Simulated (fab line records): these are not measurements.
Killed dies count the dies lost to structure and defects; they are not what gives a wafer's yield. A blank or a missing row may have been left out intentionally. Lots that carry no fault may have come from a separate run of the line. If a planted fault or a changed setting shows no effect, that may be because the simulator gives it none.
Chamber matching    flow n5 finfet    N5_STI_FIN_REVEAL_ALD_00 on ald sin-02: 4 sister chambers
The step deposits SiO2, target thk 1 nm, pulse time 1 s. 4 wafers are shown with their chamber, then 12 later ones without.

WAFERS WITH THEIR CHAMBER
wafer   chamber  heater power w (W)
L088.5  1        411
L088.6  0        436
L090.1  2        487
L090.6  3        419

WAFERS WITHOUT THEIR CHAMBER
wafer   heater power w (W)
L091.4  450
L091.5  436
L091.6  419
L093.1  478
L093.3  423
L093.4  416
L094.1  471
L094.3  446
L094.6  418
L097.1  481
L097.4  449
L097.6  435

EACH ONE'S CHAMBER
wafer   from the rows above           in truth
L091.4  0                             0
L091.5  0                             0
L091.6  can't be placed: 3 or 1       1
L093.1  2                             2
L093.3  can't be placed: 3 or 1 or 0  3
L093.4  can't be placed: 3 or 1       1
L094.1  2                             2
L094.3  0                             0
L094.6  can't be placed: 3 or 1       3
L097.1  2                             2
L097.4  0                             0
L097.6  can't be placed: 0 or 3       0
Correct placement for 7 of the 12. Can't be placed from these rows: 5 (the true chamber is among the candidates in 5). Number placed wrongly: 0.
How it was worked out, from the rows above alone: a wafer's distance from a chamber is the root of the sum, over the readings, of the square of ((its reading less the chamber's mean) divided by the reading's scatter). The wafer belongs to the nearest chamber; if the next one is less than 2 further off, it can't be placed. A chamber's mean is the mean of its shown wafers. The scatter (one wafer shown for each chamber): square how far every hidden wafer sits from the nearest shown wafer, average those squares and take the square root.
